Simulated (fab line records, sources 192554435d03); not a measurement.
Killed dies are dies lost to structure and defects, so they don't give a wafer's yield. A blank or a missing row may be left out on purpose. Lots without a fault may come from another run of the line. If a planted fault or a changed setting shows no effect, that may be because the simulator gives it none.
Which of the tools did it? / flow n5Finfet / 11 lots with 31 wafers sampled at 5 steps, on a route of 1938 steps

## WHAT THE GAUGES READ, wafer by wafer
N5_BEOL_M4_RS_MEAS_58: uses a four-point probe to measure.
lot=L850; measured=day 7 15:37; on=filmMetro-01; M4_RS (ohm/sq)=0.65 0.69 0.67
lot=L852; measured=day 8 11:50; on=filmMetro-02; M4_RS (ohm/sq)=0.75 0.69 0.70
lot=L853; measured=day 8 17:00; on=filmMetro-01; M4_RS (ohm/sq)=0.71 0.66 0.69
lot=L854; measured=day 8 20:05; on=filmMetro-01; M4_RS (ohm/sq)=0.72 0.73 0.69
lot=L855; measured=day 9 00:49; on=filmMetro-02; M4_RS (ohm/sq)=0.61 0.68 0.62
lot=L856; measured=day 9 12:40; on=filmMetro-01; M4_RS (ohm/sq)=0.69 0.71
lot=L858; measured=day 9 14:08; on=filmMetro-02; M4_RS (ohm/sq)=0.72 0.72 0.73
lot=L863; measured=day 11 05:40; on=filmMetro-02; M4_RS (ohm/sq)=0.59 0.67 0.69
lot=L864; measured=day 11 16:36; on=filmMetro-01; M4_RS (ohm/sq)=0.67 0.67 0.69
lot=L870; measured=day 12 16:56; on=filmMetro-02; M4_RS (ohm/sq)=0.69 0.63
lot=L872; measured=day 13 09:48; on=filmMetro-01; M4_RS (ohm/sq)=0.67 0.71 0.70

N5_BEOL_M4_RC_MEAS_101.
lot=L850; measured=day 7 15:59; on=prober-02; DIBL_N (mV/V)=36.3 36.8 38.4; DIBL_P (mV/V)=36.0 36.5 37.9; IOFF_N (nA/um)=0.14 0.14 0.17; IOFF_N_85C (nA/um)=2.9 2.9 3.4; IOFF_N_LIN (nA/um)=0.069 0.068 0.078; IOFF_N_LONG (nA/um)=5.3e-05 5.02e-05 5.15e-05; IOFF_P (nA/um)=0.21 0.21 0.25; ION_N (uA/um)=683 665 676; ION_P (uA/um)=471 462 464; SS_N (mV/dec)=71.0 71.5 71.2; SS_P (mV/dec)=73.8 73.4 74.0; VT_N (mV)=254 253 250; VT_N_LONG (mV)=278.0 276.6 274.8; VT_N_LVT (mV)=100 101 98; VT_P (mV)=-254 -253 -251
lot=L852; measured=day 8 12:02; on=prober-01; DIBL_N (mV/V)=37.1 34.0 35.2; DIBL_P (mV/V)=37.1 33.1 35.2; IOFF_N (nA/um)=0.18 0.12 0.15; IOFF_N_85C (nA/um)=3.6 2.6 3.0; IOFF_N_LIN (nA/um)=0.084 0.060 0.073; IOFF_N_LONG (nA/um)=5.63e-05 5.7e-05 5.61e-05; IOFF_P (nA/um)=0.21 0.16 0.18; ION_N (uA/um)=673 648 679; ION_P (uA/um)=458 447 456; SS_N (mV/dec)=72.1 71.8 72.0; SS_P (mV/dec)=74.2 72.7 73.1; VT_N (mV)=248 254 250; VT_N_LONG (mV)=273.2 269.2 270.9; VT_N_LVT (mV)=96 103 98; VT_P (mV)=-250 -255 -254
lot=L853; measured=day 8 17:03; on=prober-02; DIBL_N (mV/V)=36.0 38.8 38.9; DIBL_P (mV/V)=35.8 39.2 39.4; IOFF_N (nA/um)=0.14 0.20 0.19; IOFF_N_85C (nA/um)=2.8 3.9 3.6; IOFF_N_LIN (nA/um)=0.064 0.087 0.083; IOFF_N_LONG (nA/um)=5.48e-05 5.52e-05 5.45e-05; IOFF_P (nA/um)=0.22 0.28 0.28; ION_N (uA/um)=661 679 675; ION_P (uA/um)=460 467 473; SS_N (mV/dec)=72.0 71.9 72.2; SS_P (mV/dec)=73.4 74.3 74.7; VT_N (mV)=255 249 248; VT_N_LONG (mV)=277.6 274.6 275.1; VT_N_LVT (mV)=105 100 101; VT_P (mV)=-250 -244 -244
lot=L854; measured=day 8 20:27; on=prober-01; DIBL_N (mV/V)=34.0 35.5 32.7; DIBL_P (mV/V)=34.1 35.7 32.4; IOFF_N (nA/um)=0.12 0.15 0.11; IOFF_N_85C (nA/um)=2.5 2.9 2.2; IOFF_N_LIN (nA/um)=0.062 0.068 0.054; IOFF_N_LONG (nA/um)=5.86e-05 5.81e-05 5.83e-05; IOFF_P (nA/um)=0.20 0.21 0.18; ION_N (uA/um)=665 666 669; ION_P (uA/um)=465 461 468; SS_N (mV/dec)=70.5 70.8 70.6; SS_P (mV/dec)=73.1 73.2 72.9; VT_N (mV)=253 251 256; VT_N_LONG (mV)=272.9 273.1 272.3; VT_N_LVT (mV)=102 101 105; VT_P (mV)=-249 -247 -252
lot=L855; measured=day 9 00:52; on=prober-01; DIBL_N (mV/V)=39.4 39.9 40.0; DIBL_P (mV/V)=39.1 40.1 39.6; IOFF_N (nA/um)=0.25 0.24 0.26; IOFF_N_85C (nA/um)=4.3 4.2 4.6; IOFF_N_LIN (nA/um)=0.099 0.098 0.103; IOFF_N_LONG (nA/um)=5.86e-05 5.79e-05 5.77e-05; IOFF_P (nA/um)=0.27 0.28 0.28; ION_N (uA/um)=681 683 683; ION_P (uA/um)=460 461 464; SS_N (mV/dec)=72.0 72.9 72.5; SS_P (mV/dec)=74.2 74.2 73.5; VT_N (mV)=244 245 246; VT_N_LONG (mV)=273.4 273.5 272.7; VT_N_LVT (mV)=92 94 92; VT_P (mV)=-247 -247 -248
lot=L856; measured=day 9 13:11; on=prober-01; DIBL_N (mV/V)=34.9 36.1; DIBL_P (mV/V)=34.1 35.5; IOFF_N (nA/um)=0.12 0.14; IOFF_N_85C (nA/um)=2.5 2.8; IOFF_N_LIN (nA/um)=0.059 0.065; IOFF_N_LONG (nA/um)=5.23e-05 5.27e-05; IOFF_P (nA/um)=0.17 0.18; ION_N (uA/um)=655 669; ION_P (uA/um)=452 454; SS_N (mV/dec)=70.8 71.9; SS_P (mV/dec)=72.7 72.6; VT_N (mV)=253 255; VT_N_LONG (mV)=278.2 277.1; VT_N_LVT (mV)=102 101; VT_P (mV)=-255 -254
lot=L858; measured=day 9 14:40; on=prober-02; DIBL_N (mV/V)=34.8 36.3 37.1; DIBL_P (mV/V)=35.7 37.0 38.3; IOFF_N (nA/um)=0.14 0.16 0.18; IOFF_N_85C (nA/um)=2.7 3.1 3.4; IOFF_N_LIN (nA/um)=0.066 0.077 0.083; IOFF_N_LONG (nA/um)=5.81e-05 5.81e-05 5.72e-05; IOFF_P (nA/um)=0.18 0.19 0.22; ION_N (uA/um)=652 679 665; ION_P (uA/um)=452 461 455; SS_N (mV/dec)=70.9 71.2 71.7; SS_P (mV/dec)=72.8 73.4 74.2; VT_N (mV)=247 250 246; VT_N_LONG (mV)=274.6 273.6 272.9; VT_N_LVT (mV)=99 96 95; VT_P (mV)=-252 -254 -250
lot=L863; measured=day 11 05:43; on=prober-01; DIBL_N (mV/V)=36.4 35.1 38.9; DIBL_P (mV/V)=38.2 35.3 40.0; IOFF_N (nA/um)=0.01 0.01 0.01; IOFF_N_85C (nA/um)=0.2 0.2 0.3; IOFF_N_LIN (nA/um)=0.003 0.003 0.004; IOFF_N_LONG (nA/um)=2.11e-05 2.22e-05 2.14e-05; IOFF_P (nA/um)=0.25 0.19 0.27; ION_N (uA/um)=481 470 479; ION_P (uA/um)=474 457 467; SS_N (mV/dec)=71.8 71.4 72.6; SS_P (mV/dec)=73.9 73.2 74.5; VT_N (mV)=338 341 339; VT_N_LONG (mV)=366.0 366.2 366.8; VT_N_LVT (mV)=188 193 186; VT_P (mV)=-248 -250 -250
lot=L864; measured=day 11 16:39; on=prober-02; DIBL_N (mV/V)=36.4 34.2 34.8; DIBL_P (mV/V)=34.9 32.6 34.5; IOFF_N (nA/um)=0.01 0.00 0.01; IOFF_N_85C (nA/um)=0.2 0.2 0.2; IOFF_N_LIN (nA/um)=0.003 0.002 0.003; IOFF_N_LONG (nA/um)=2.22e-05 2.22e-05 2.19e-05; IOFF_P (nA/um)=0.19 0.16 0.19; ION_N (uA/um)=473 451 462; ION_P (uA/um)=457 451 459; SS_N (mV/dec)=71.6 71.2 70.7; SS_P (mV/dec)=72.7 71.4 73.0; VT_N (mV)=338 347 345; VT_N_LONG (mV)=369.9 366.7 364.0; VT_N_LVT (mV)=192 194 191; VT_P (mV)=-251 -251 -252
lot=L870; measured=day 12 17:08; on=prober-01; DIBL_N (mV/V)=36.8 38.1; DIBL_P (mV/V)=35.2 37.4; IOFF_N (nA/um)=0.15 0.17; IOFF_N_85C (nA/um)=2.8 3.2; IOFF_N_LIN (nA/um)=0.067 0.077; IOFF_N_LONG (nA/um)=5.12e-05 5.16e-05; IOFF_P (nA/um)=0.19 0.21; ION_N (uA/um)=667 689; ION_P (uA/um)=454 464; SS_N (mV/dec)=71.3 71.6; SS_P (mV/dec)=73.0 74.0; VT_N (mV)=253 246; VT_N_LONG (mV)=277.6 276.9; VT_N_LVT (mV)=103 100; VT_P (mV)=-254 -253
lot=L872; measured=day 13 10:01; on=prober-01; DIBL_N (mV/V)=37.9 39.1 39.1; DIBL_P (mV/V)=38.5 41.1 41.7; IOFF_N (nA/um)=0.19 0.23 0.25; IOFF_N_85C (nA/um)=3.5 4.2 4.4; IOFF_N_LIN (nA/um)=0.082 0.101 0.107; IOFF_N_LONG (nA/um)=5.55e-05 5.43e-05 5.58e-05; IOFF_P (nA/um)=0.23 0.28 0.29; ION_N (uA/um)=687 697 708; ION_P (uA/um)=466 472 478; SS_N (mV/dec)=71.7 73.3 72.5; SS_P (mV/dec)=74.6 74.0 74.3; VT_N (mV)=248 245 243; VT_N_LONG (mV)=273.7 275.8 274.5; VT_N_LVT (mV)=97 92 92; VT_P (mV)=-249 -248 -248

N5_BEOL_M5_THK_MEAS_01.
lot=L850; measured=day 7 17:14; on=filmMetro-02; M5_ILD_THK (nm)=122.9 124.2 121.5
lot=L852; measured=day 8 13:25; on=filmMetro-02; M5_ILD_THK (nm)=120.7 123.4 122.6
lot=L853; measured=day 8 18:35; on=filmMetro-01; M5_ILD_THK (nm)=120.5 120.1 122.3
lot=L854; measured=day 8 21:40; on=filmMetro-01; M5_ILD_THK (nm)=119.2 123.1 122.9
lot=L855; measured=day 9 02:53; on=filmMetro-01; M5_ILD_THK (nm)=121.7 121.9 124.6
lot=L856; measured=day 9 14:16; on=filmMetro-02; M5_ILD_THK (nm)=121.6 122.3
lot=L858; measured=day 9 16:14; on=filmMetro-02; M5_ILD_THK (nm)=123.5 123.7 122.4
lot=L863; measured=day 11 07:14; on=filmMetro-01; M5_ILD_THK (nm)=117.9 119.0 119.7
lot=L864; measured=day 11 18:11; on=filmMetro-01; M5_ILD_THK (nm)=119.7 124.0 122.1
lot=L870; measured=day 12 18:31; on=filmMetro-01; M5_ILD_THK (nm)=120.8 124.4
lot=L872; measured=day 13 11:23; on=filmMetro-01; M5_ILD_THK (nm)=119.8 119.1 120.6

## TOOL THAT RAN EACH LOT (tool first, then ch and the chambers of the sampled wafers, then the start)
lot=L850; N5_HKMG_FIN_WET_ETCH_18=wetBench-03 ch 2,4,5, day 4 08:45; N5_BEOL_M4_PRE_CLEAN_60=cvdCo-01 ch 0,1,2, day 7 15:22
lot=L852; N5_HKMG_FIN_WET_ETCH_18=wetBench-02 ch 3,5,6, day 4 22:48; N5_BEOL_M4_PRE_CLEAN_60=cvdCo-02 ch 0,1, day 8 11:37
lot=L853; N5_HKMG_FIN_WET_ETCH_18=wetBench-02 ch 0,1,5, day 5 06:14; N5_BEOL_M4_PRE_CLEAN_60=cvdCo-01 ch 0,1,2, day 8 16:44
lot=L854; N5_HKMG_FIN_WET_ETCH_18=wetBench-02 ch 0,1,3, day 5 09:44; N5_BEOL_M4_PRE_CLEAN_60=cvdCo-01 ch 0,1, day 8 19:52
lot=L855; N5_HKMG_FIN_WET_ETCH_18=wetBench-03 ch 2,3,7, day 5 15:52; N5_BEOL_M4_PRE_CLEAN_60=cvdCo-01 ch 2, day 9 00:32
lot=L856; N5_HKMG_FIN_WET_ETCH_18=wetBench-02 ch 3,6, day 5 23:43; N5_BEOL_M4_PRE_CLEAN_60=cvdCo-02 ch 0,2, day 9 12:26
lot=L858; N5_HKMG_FIN_WET_ETCH_18=wetBench-06 ch 1,2,4, day 6 08:38; N5_BEOL_M4_PRE_CLEAN_60=cvdCo-01 ch 0,1,2, day 9 13:55
lot=L863; N5_HKMG_FIN_WET_ETCH_18=wetBench-03 ch 0,3,4, day 7 16:22; N5_BEOL_M4_PRE_CLEAN_60=cvdCo-01 ch 0,1,2, day 11 05:26
lot=L864; N5_HKMG_FIN_WET_ETCH_18=wetBench-03 ch 0,4,5, day 8 01:13; N5_BEOL_M4_PRE_CLEAN_60=cvdCo-02 ch 0,1,2, day 11 16:23
lot=L870; N5_HKMG_FIN_WET_ETCH_18=wetBench-06 ch 1,5, day 9 08:33; N5_BEOL_M4_PRE_CLEAN_60=cvdCo-01 ch 1, day 12 16:42
lot=L872; N5_HKMG_FIN_WET_ETCH_18=wetBench-06 ch 0,2,3, day 9 21:28; N5_BEOL_M4_PRE_CLEAN_60=cvdCo-02 ch 0,1,2, day 13 09:35
- N5_HKMG_FIN_WET_ETCH_18: etches TiN in SC1, time 55 s, target depth 5.2 nm, rinse time 30 s.
- N5_BEOL_M4_PRE_CLEAN_60: time 15 s.

## WHAT THE TOOLS THEMSELVES READ (means of the sampled wafers that have a number; where no wafer has one, the mark that the record gives instead)
N5_HKMG_FIN_WET_ETCH_18.
lot=L850 tool=wetBench-03 nh4ohFlowMLMin=214.3
lot=L852 tool=wetBench-02 nh4ohFlowMLMin=214.6
lot=L853 tool=wetBench-02 nh4ohFlowMLMin=214.5
lot=L854 tool=wetBench-02 nh4ohFlowMLMin=214.2
lot=L855 tool=wetBench-03 nh4ohFlowMLMin=214.5
lot=L856 tool=wetBench-02 nh4ohFlowMLMin=214.4
lot=L858 tool=wetBench-06 nh4ohFlowMLMin=214.6
lot=L863 tool=wetBench-03 nh4ohFlowMLMin=214.2
lot=L864 tool=wetBench-03 nh4ohFlowMLMin=214.3
lot=L870 tool=wetBench-06 nh4ohFlowMLMin=214.2
lot=L872 tool=wetBench-06 nh4ohFlowMLMin=214.3

N5_BEOL_M4_PRE_CLEAN_60.
lot=L850; tool=cvdCo-01; heaterPowerW (W)=67
lot=L852; tool=cvdCo-02; heaterPowerW (W)=81
lot=L853; tool=cvdCo-01; heaterPowerW (W)=66
lot=L854; tool=cvdCo-01; heaterPowerW (W)=63
lot=L855; tool=cvdCo-01; heaterPowerW (W)=79
lot=L856; tool=cvdCo-02; heaterPowerW (W)=78
lot=L858; tool=cvdCo-01; heaterPowerW (W)=67
lot=L863; tool=cvdCo-01; heaterPowerW (W)=67
lot=L864; tool=cvdCo-02; heaterPowerW (W)=82
lot=L870; tool=cvdCo-01; heaterPowerW (W)=55
lot=L872; tool=cvdCo-02; heaterPowerW (W)=82

## THE ANSWER, worked out from the rows above alone
Rule: the usual values come from the lots themselves. The widest of any qualifying gaps counts: lots, ordered by their means at a reading, are off when they make up no more than a third of the lots, leave a main group of 4 or more, and stand apart from it by 3 or more times the standard deviation of that group's means. A main group whose means are all the same, to the digits that the tables above print for the reading, isn't used. Also off: a lot with no number at a reading for which 4 or more lots have one. All remaining lots with rows at the step are treated as sound. First the gauges in route order, then the tools' own readings, where a lot's mean is used as printed above. At the first step where some lot is off, the reading lying furthest off is the one used; lots without a number count as furthest.
Off: at N5_BEOL_M4_RC_MEAS_101 (VT_N_LONG), L863, L864. The main group: mean 274.7 mV, standard deviation 2.1.
If a tool, at a process step before that reading, ran all the lots that are off and no sound lot after the first of them, it fits. Gauges at N5_BEOL_M4_RC_MEAS_101: tried the same way as those tools. One fits: wetBench-03 at N5_HKMG_FIN_WET_ETCH_18. Its last sound lot is L855 (day 5 15:52), its first lot that is off L863 (day 7 16:22): a fault that began between those two fits.

## WHAT WAS PUT IN BY THE SIMULATOR
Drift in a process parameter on wetBench-03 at N5_HKMG_FIN_WET_ETCH_18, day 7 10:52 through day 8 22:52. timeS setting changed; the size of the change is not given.
Shown lots that were struck: L863, L864. The rule above reached the same finding.
